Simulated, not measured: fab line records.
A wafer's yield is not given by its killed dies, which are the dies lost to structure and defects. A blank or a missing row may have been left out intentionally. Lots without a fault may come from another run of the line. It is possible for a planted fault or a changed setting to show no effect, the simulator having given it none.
Chamber matching	flow n5 finfet	rie diel-02 running N5_BEOL_M2_DESCUM_16: 4 sister chambers
The step chemistry O2, time 7 s. 4 wafers are shown with their chamber, then 10 later ones without.

## WAFERS PAIRED WITH THEIR CHAMBERS
wafer	chamber	drypump motor current A (A)
L084.1	0	5.7
L084.5	1	4.9
L089.3	3	5.4
L089.4	2	5.9

## WAFERS WITH NO CHAMBER GIVEN
wafer	drypump motor current A (A)
L089.5	5.6
L091.1	5.4
L091.3	5.9
L091.4	5.0
L094.4	5.4
L094.5	5.7
L094.6	5.4
L097.4	4.9
L097.5	5.7
L097.6	5.4

## EACH ONE'S CHAMBER
wafer	from the rows above	in truth
L089.5	0	0
L091.1	3	3
L091.3	2	2
L091.4	1	1
L094.4	3	3
L094.5	0	0
L094.6	3	3
L097.4	1	1
L097.5	0	0
L097.6	3	3
Correct placement for 10 of the 10. Can't be placed from these rows: 0. 0 placed wrongly.
How it was worked out, from the rows above alone: a wafer's distance from a chamber is the root of the sum, over the readings, of the square of ((its reading less the chamber's mean) divided by the reading's scatter). The wafer belongs to the nearest chamber; if the next one is less than 2 further off, it can't be placed. The mean given for a chamber averages the wafers shown for that chamber. The scatter (one wafer shown for each chamber): square how far every hidden wafer sits from the nearest shown wafer, average those squares and take the square root.
